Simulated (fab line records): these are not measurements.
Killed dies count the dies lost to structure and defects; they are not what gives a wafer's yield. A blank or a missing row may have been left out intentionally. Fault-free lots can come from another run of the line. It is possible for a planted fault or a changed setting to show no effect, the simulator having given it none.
3 desks looking at one fault	flow n5_finfet	every desk sees just its own numbers, and what lay behind them comes last

AT THE METROLOGY DESK
What the gauges read, lot by lot, whatever tool the lot ran on: means of the sampled wafers that have a number. Marked OUT: a lot whose mean sits more than 4 standard deviations from the usual mean, which makes it out of limits; the brackets give that distance.
Columns: A = cd_nm at N5_BEOL_M10_CD_MEAS_35, usual 69.8 nm
lot	first seen here	A
L574	day 10 23:37	68.9
L576	day 11 16:59	69.9
L577	day 11 17:14	69.5
L578	day 11 20:01	69.5
L580	day 12 19:54	69.1
L586	day 13 12:49	68.0
L587	day 14 07:28	70.2
L591	day 15 07:16	70.6
L593	day 15 07:21	70.0
L594	day 15 20:05	69.7
L595	day 16 11:05	69.8
L596	day 16 11:47	69.4
This desk's finding: nothing out of limits on any of the 12 lots.

AT THE TOOL OWNER'S DESK: pecvd-01
The tool's own readings at N5_BEOL_M11_ILD_DEP_00 (deposits SiCOH lowk from DEMS/porogen, target thk 308.51 nm, time 58 s): means of the sampled wafers that have a number, for each lot that ran on this tool. Marked OUT: a lot whose mean sits more than 4 standard deviations from the usual mean, which makes it out of limits; the brackets give that distance.
Columns: A = heater_power_w at N5_BEOL_M11_ILD_DEP_00, usual 309 W; B = showerhead_plenum_p_Torr at N5_BEOL_M11_ILD_DEP_00, usual 5.748 Torr; C = susceptor_temp_C at N5_BEOL_M11_ILD_DEP_00, usual 299.97 C; D = throttle_valve_pct at N5_BEOL_M11_ILD_DEP_00, usual 14.0 %
lot	first seen here	A	B	C	D
L577	day 11 22:11	275	5.750	299.74	13.4
L578	day 11 22:27	315	5.749	300.10	13.3
L586	day 13 15:13	318	5.754	299.96	13.3
L587	day 14 10:17	258	5.760	296.79 (-18) OUT	15.3
L591	day 15 11:38	285	5.749	296.39 (-20) OUT	14.4
This desk finds L587, L591 out of limits, L587 being first, at day 14 10:17 (susceptor_temp_C at N5_BEOL_M11_ILD_DEP_00). In limits: L577, L578, L586.

THE DEFECT DESK
For each lot, the counts of the inspections along the route, averaged over the sampled wafers that have a number. Marked OUT: a lot whose mean sits more than 4 standard deviations from the usual mean, which makes it out of limits; the brackets give that distance.
Columns: A = raw_defect_count at N5_BEOL_M10_INSPECT_58, usual 65
lot	first seen here	A
L574	day 11 04:15	61
L576	day 11 21:11	46
L577	day 11 22:08	69
L578	day 11 22:25	68
L580	day 12 22:26	86
L586	day 13 15:10	85
L587	day 14 10:14	60
L591	day 15 11:37	44
L593	day 15 11:41	65
L594	day 16 00:21	64
L595	day 16 13:14	59
L596	day 16 15:30	78
This desk's finding: nothing out of limits on any of the 12 lots.

ALL TOGETHER
On L587, L591, at day 14 10:17, an alarm was possible from the tool owner's desk.
From the metrology desk's view, nothing was out of limits.
The defect desk saw nothing out of limits.
The metrology desk holds a record of L587, L591, inside its limits.
The defect desk has L587, L591 on record, within its limits.
On pecvd-01, each named lot ran N5_BEOL_M11_ILD_DEP_00.

WHAT THE SIMULATOR HAD INSERTED
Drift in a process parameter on pecvd-01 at N5_BEOL_M11_ILD_DEP_00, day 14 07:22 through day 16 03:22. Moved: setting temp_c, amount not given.
Shown lots that were struck: L587, L591.
Hours from the fault's start to each desk's first reading out of limits: the tool owner's desk, 3.
